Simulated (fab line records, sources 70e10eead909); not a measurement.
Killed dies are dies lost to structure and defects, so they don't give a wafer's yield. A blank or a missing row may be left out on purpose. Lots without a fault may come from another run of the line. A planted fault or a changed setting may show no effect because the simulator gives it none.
A struck lot beside a sound one | flow nand_harc | 35 steps out of a route of 1302
Sound: wafers L178.1, L178.2, L178.3. Struck: wafer L190.6. (L190.4, L190.5 of the same lot were not struck and are left out.) The cause comes at the end.
At each step with rows: each side's tool, then ch and its chambers, then its first start. Under that, the readings that differ: sound wafers | struck wafers | difference of the means | sigmas: that difference in standard deviations of wafers without a fault.
alike: readings whose means differ by less than 2 such deviations, and words and numbers that are the same on both sides. not compared: withheld readings, readings that some wafer has no value for, bounds like >300 that may hide the same value, and numbers for which the record gives no deviation and whose values overlap.
The two part at a step that has a row with sigmas, a row that says differs or no value, or rows on one side only. Numbers that don't overlap but have no deviation are shown without sigmas and don't part them. A reading that every wafer of one side lacks parts them only if that side has two wafers or more.

first, 2 steps without rows for these wafers: NHARC_A_SLIT_PRECLEAN_19 (cleans in SC1); NHARC_A_SLIT_SRD_20.
NHARC_A_SLIT_CD_MEAS_21:
  sound on cd_sem-03, day 21 19:08; struck on cd_sem-02, day 26 17:20
  alike: cd_nm
then, 3 steps without rows for these wafers: NHARC_A_SIN_REMOVE_WET_00 (chemistry H3PO4, time 15300 s); NHARC_A_SIN_REMOVE_PRECLEAN_01 (cleans in SC1); NHARC_A_SIN_REMOVE_SRD_02.
NHARC_A_SIN_REMOVE_INSPECT_04:
  sound on defect_inspect-02, day 22 01:42; struck on defect_inspect-01, day 26 23:09
  alike: raw_defect_count
then, 2 steps without rows for these wafers: NHARC_A_WL_FILL_ALD_00 (deposits Al2O3, target thk 3 nm, pulse time 3 s, ald cycles 30); NHARC_A_WL_FILL_RTA_01 (time 5 s).
NHARC_A_WL_FILL_ALD_02: deposits TiN, target thk 2 nm, pulse time 3 s, ald cycles 100.
  sound on ald_metal-03 ch 1,2,3, day 22 02:16; struck on ald_metal-04 ch 2, day 26 23:52
  reading            | sound          | struck | difference | sigmas
  heater_power_w (W) | 1223 1241 1332 | 999    | -266       | -2
  alike: precursor_pulse_height_rel, susceptor_temp_C
  not compared: since_wet_clean_h
NHARC_A_WL_FILL_CVD_03: deposits W, target thk 40 nm, time 279 s.
  sound on cvd_w-02 ch 0,1, day 22 02:42; struck on cvd_w-01 ch 0, day 27 00:24
  reading            | sound       | struck | difference | sigmas
  heater_power_w (W) | 468 449 461 | 499    | +40        | +3
  alike: throttle_valve_pct
  not compared: since_wet_clean_h, susceptor_temp_C
NHARC_A_WL_FILL_ETCHBACK_04: etches the open film in NF3, target depth 60 nm, time 120 s.
  sound on rie_metal-01 ch 0,1, day 22 03:05; struck on rie_metal-01 ch 0, day 27 00:46
  alike: drypump_motor_current_A, oes_product_au
  not compared: rf_hours_counter_h
then, 8 steps without rows for these wafers: NHARC_A_WL_FILL_ETCHBACK_05 (etches the open film in Cl2/BCl3, target depth 22 nm, time 60 s); NHARC_A_WL_FILL_STRIP_27 (strips in N2/H2, time 20 s); NHARC_A_WL_FILL_STRIP_28 (strips in post etch residue remover, time 1200 s); NHARC_A_WL_FILL_PRECLEAN_06 (cleans in DIW, time 300 s); NHARC_A_WL_FILL_SRD_07; NHARC_A_WL_FILL_ANNEAL_08 (time 1800 s); NHARC_A_WL_FILL_ALD_10 (deposits SiO2, target thk 50 nm, pulse time 10 s, ald cycles 500); NHARC_A_WL_FILL_ETCHBACK_16 (etches the open film in C4F8/O2/Ar, target depth 120 nm, time 24 s).
NHARC_A_WL_FILL_STRIP_29: strips in O2, time 20 s.
  sound on rie_diel-02 ch 0,1,2, day 22 18:34; struck on rie_diel-05 ch 0, day 27 14:05
  reading                         | sound          | struck | difference | sigmas
  drypump_motor_current_A (A)     | 6.0 6.3 5.8    | 5.0    | -1.0       | -2
  showerhead_plenum_p_Torr (Torr) | 3.48 3.35 3.36 | 3.72   | +0.32      | +2
  alike: oes_product_au, rf_vpp_V, throttle_valve_pct
  not compared: rf_hours_counter_h
NHARC_A_WL_FILL_ETCHBACK_17: etches the open film in Cl2/BCl3, target depth 4 nm, time 26.7 s.
  sound on rie_metal-02 ch 0,1, day 22 18:39; struck on rie_metal-01 ch 1, day 27 14:14
  reading                     | sound       | struck | difference | sigmas
  drypump_motor_current_A (A) | 6.1 6.8 6.8 | 5.5    | -1.1       | -2
  alike: oes_product_au
  not compared: rf_hours_counter_h
then, 11 steps without rows for these wafers: NHARC_A_WL_FILL_PRECLEAN_18 (cleans in dHF, time 30 s); NHARC_A_WL_FILL_SRD_21; NHARC_A_WL_FILL_CVD_23 (deposits poly-Si, target thk 40 nm, time 800 s); NHARC_A_WL_FILL_ETCHBACK_26 (etches the open film in HBr, target depth 52 nm, time 13.3 s); NHARC_A_WL_FILL_PRECLEAN_30 (cleans in dHF, time 10 s); NHARC_A_WL_FILL_SRD_14; NHARC_A_WL_FILL_ALD_19 (deposits TiN, target thk 2 nm, pulse time 3 s, ald cycles 100); NHARC_A_WL_FILL_CVD_20 (deposits W, target thk 100 nm, time 74 s); NHARC_A_WL_FILL_CMP_12 (polishes, t overpolish 30 s, target thk 100 nm); NHARC_A_WL_FILL_SRD_31; NHARC_A_CONTACT_DEP_24 (deposits SiO2, target thk 500 nm).
NHARC_A_CONTACT_DEP_28: deposits aC, target thk 7000 nm.
  sound on acl_dep-03 ch 0, day 23 01:41; struck on acl_dep-02 ch 0, day 28 00:24
  reading                | sound                | struck | difference | sigmas
  throttle_valve_pct (%) | 34.993 34.985 34.993 | 35.019 | +0.029     | +3
  not compared: susceptor_temp_C
-- the record jumps here: 4 days lie between the struck wafers' starts before and after (it left off in module A_CONTACT and takes up again in module END, whose first step shown is number 1302 of the route) --
NHARC_END_SORT_01:
  the record has rows for the struck wafers here (prober-01 ch 0, day 31 23:09) and none for the sound ones

WHERE THEY PART
First at NHARC_A_WL_FILL_ALD_02; last, within this record, at NHARC_END_SORT_01.

WHY: what the simulator had put in
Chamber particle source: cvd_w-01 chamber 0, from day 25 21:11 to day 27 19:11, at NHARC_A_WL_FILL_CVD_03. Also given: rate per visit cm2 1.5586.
